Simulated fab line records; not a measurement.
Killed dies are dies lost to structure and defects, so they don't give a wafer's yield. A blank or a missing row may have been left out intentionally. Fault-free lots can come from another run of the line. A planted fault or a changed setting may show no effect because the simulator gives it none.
Which tool did it? -- flow nand-harc -- 18 wafers from 6 lots sampled at 4 of the route's 1302 steps

WHAT EACH GAUGE READ, for each wafer
NHARC_P_CONTACT_CD_MEAS_12 targets a cd of 90 nm.
lot,measured,on,cd-nm (nm)
L251,day 6 10:52,cd-sem-02,89.4 89.5 89.0
L253,day 7 11:08,cd-sem-03,88.8 90.2 88.7
L257,day 8 21:33,cd-sem-03,88.4 89.6 88.8
L261,day 10 09:17,cd-sem-01,90.0 89.4 90.5
L266,day 12 12:39,cd-sem-01,89.0 90.7 90.1
L273,day 15 08:52,cd-sem-02,90.6 90.1 92.0

WHICH TOOL RAN EACH LOT (tool, then ch and the chambers of the sampled wafers, then the start)
lot,NHARC_P_GATE_RTA_64,NHARC_P_GATE_RTA_82,NHARC_P_CONTACT_EXPOSE_09
L251,"rtp-anneal-02 ch 0, day 6 07:58","rtp-anneal-01 ch 0, day 6 09:12","arfi-scanner-03 ch 0, day 6 10:44"
L253,"rtp-anneal-02 ch 0, day 7 08:14","rtp-anneal-01 ch 0, day 7 09:18","arfi-scanner-02 ch 0, day 7 11:00"
L257,"rtp-anneal-01 ch 0, day 8 18:40","rtp-anneal-02 ch 0, day 8 19:50","arfi-scanner-01 ch 0, day 8 21:25"
L261,"rtp-anneal-02 ch 0, day 10 06:32","rtp-anneal-02 ch 0, day 10 07:38","arfi-scanner-02 ch 0, day 10 09:09"
L266,"rtp-anneal-02 ch 0, day 12 09:59","rtp-anneal-01 ch 0, day 12 11:03","arfi-scanner-02 ch 0, day 12 12:31"
L273,"rtp-anneal-02 ch 0, day 15 06:01","rtp-anneal-02 ch 0, day 15 07:04","arfi-scanner-01 ch 0, day 15 08:43"
- NHARC_P_GATE_RTA_64: time 1 s.
- NHARC_P_GATE_RTA_82: time 30 s.
- NHARC_P_CONTACT_EXPOSE_09: exposes mask P CA, target cd 90 nm.

THE ANSWER, worked out from the rows above alone
Rule: what is usual is taken from the lots themselves. Put in order of their means at a reading, lots are off if they are a third of the lots or fewer, leave a main group of 4 or more, and stand apart from it by a gap of 3 or more times the standard deviation of the main group's means; of several such gaps the widest counts. Not used: any main group whose means are identical at the precision the tables above print for the reading. Also off: a lot with no number at a reading for which 4 or more lots have one. All remaining lots with rows at the step are treated as sound.
None of the lots is off at any reading shown; this tells nothing.

WHAT THE SIMULATOR HAD PUT IN
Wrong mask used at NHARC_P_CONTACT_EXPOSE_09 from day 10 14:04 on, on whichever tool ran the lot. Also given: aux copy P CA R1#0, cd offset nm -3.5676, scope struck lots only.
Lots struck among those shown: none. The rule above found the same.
